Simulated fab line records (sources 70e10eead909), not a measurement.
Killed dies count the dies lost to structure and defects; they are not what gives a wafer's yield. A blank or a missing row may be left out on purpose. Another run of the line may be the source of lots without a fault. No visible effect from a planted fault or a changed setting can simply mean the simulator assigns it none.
A struck lot beside a sound one    flow nand harc    14 out of 1159 route steps
Sound: wafers L701.1, L701.4, L701.5. Struck: wafers L695.4, L695.5 (left out: L695.1, a lot-mate that was not struck); the cause follows at the end.
For every step that has rows: the tool of each side, followed by ch and its chambers, followed by its first start. Under that, the readings that differ: sound wafers    struck wafers    difference of the means    sigmas: that difference in standard deviations of wafers without a fault.
alike: readings with means less than 2 such deviations apart, plus words and numbers identical on both sides. not compared: withheld readings, readings lacking a value on some wafer, bounds such as >300 that could conceal the same value, and numbers that have no deviation in the record and whose values overlap.
A row with sigmas, a row that says differs or no value, or rows on one side alone: a step with any of these is where the two part. Numbers that have no deviation but don't overlap get no sigmas and don't part them. A reading that every wafer of one side lacks parts them only if that side has two wafers or more.

NHARC_A_WL_FILL_CVD_03: deposits W, target thk 40 nm, time 3302 s.
  sound on cvd w-01 ch 0,1, day 18 01:12; struck on cvd w-01 ch 1, day 17 12:54
  alike: heater power outer w, heater power w, throttle valve pct
NHARC_A_WL_FILL_ETCHBACK_04: etches the open film in NF3, target depth 60 nm, time 120 s.
  sound on rie metal-03 ch 0,1, day 18 04:31; struck on rie metal-01 ch 1, day 17 15:44
reading           sound              struck       difference  sigmas
run length s (s)  141.8 142.6 141.5  141.0 141.0  -1.0        -2
  alike: drypump motor current A, oes product au
  not compared: rf hours counter h
NHARC_A_WL_FILL_ETCHBACK_05: etches the open film in Cl2/BCl3, target depth 22 nm, time 60 s.
  sound on rie metal-03 ch 1, day 18 04:46; struck on rie metal-01 ch 0,1, day 17 15:59
reading                      sound           struck     difference  sigmas
drypump motor current A (A)  5.33 5.35 5.29  5.82 5.99  +0.58       +3
  alike: oes product au, run length s
  not compared: rf hours counter h
NHARC_A_WL_FILL_STRIP_27: strips in N2/H2, time 20 s.
  sound on plasma asher-02 ch 0,1, day 18 05:28; struck on plasma asher-01 ch 1, day 17 16:08
  alike: drypump motor current A, heater power w
  not compared: rf hours counter h
then, 6 steps without rows for these wafers: NHARC_A_WL_FILL_STRIP_28 (strips in post etch residue remover, time 1200 s); NHARC_A_WL_FILL_PRECLEAN_06 (cleans in DIW, time 300 s); NHARC_A_WL_FILL_SRD_07; NHARC_A_WL_FILL_ANNEAL_08 (time 1800 s); NHARC_A_WL_FILL_ALD_10 (deposits SiO2, target thk 50 nm, pulse time 10 s, ald cycles 500); NHARC_A_WL_FILL_ETCHBACK_16 (etches the open film in C4F8/O2/Ar, target depth 88 nm, time 17.6 s).
NHARC_A_WL_FILL_STRIP_29: strips in O2, time 20 s.
  sound on rie diel-10 ch 2,3, day 18 15:31; struck on rie diel-11 ch 2,3, day 18 02:21
  alike: drypump motor current A, oes product au, rf vpp V, showerhead plenum p Torr, throttle valve pct
  not compared: rf hours counter h
NHARC_A_WL_FILL_ETCHBACK_17: etches the open film in Cl2/BCl3, target depth 4 nm, time 26.7 s.
  sound on rie metal-03 ch 0,1, day 18 15:37; struck on rie metal-02 ch 1, day 18 02:26
reading           sound           struck     difference  sigmas
run length s (s)  48.5 48.0 48.3  37.2 36.9  -11.2       -27
  alike: drypump motor current A, oes product au
  not compared: rf hours counter h
then, 1 step without rows for these wafers: NHARC_A_WL_FILL_PRECLEAN_18 (cleans in dHF, time 30 s).
-- jump in the record: it breaks off in module A_WL_FILL and resumes in module END (first step shown: number 1159 of the route), and 4 days separate the struck wafers' starts before and after --
NHARC_END_SORT_01:
  the record has rows for the struck wafers here (prober-02 ch 0, day 21 20:38) and none for the sound ones

WHERE THEY PART
Earliest at NHARC_A_WL_FILL_ETCHBACK_04; latest, in this record, at NHARC_END_SORT_01.

WHY: what had been put in by the simulator
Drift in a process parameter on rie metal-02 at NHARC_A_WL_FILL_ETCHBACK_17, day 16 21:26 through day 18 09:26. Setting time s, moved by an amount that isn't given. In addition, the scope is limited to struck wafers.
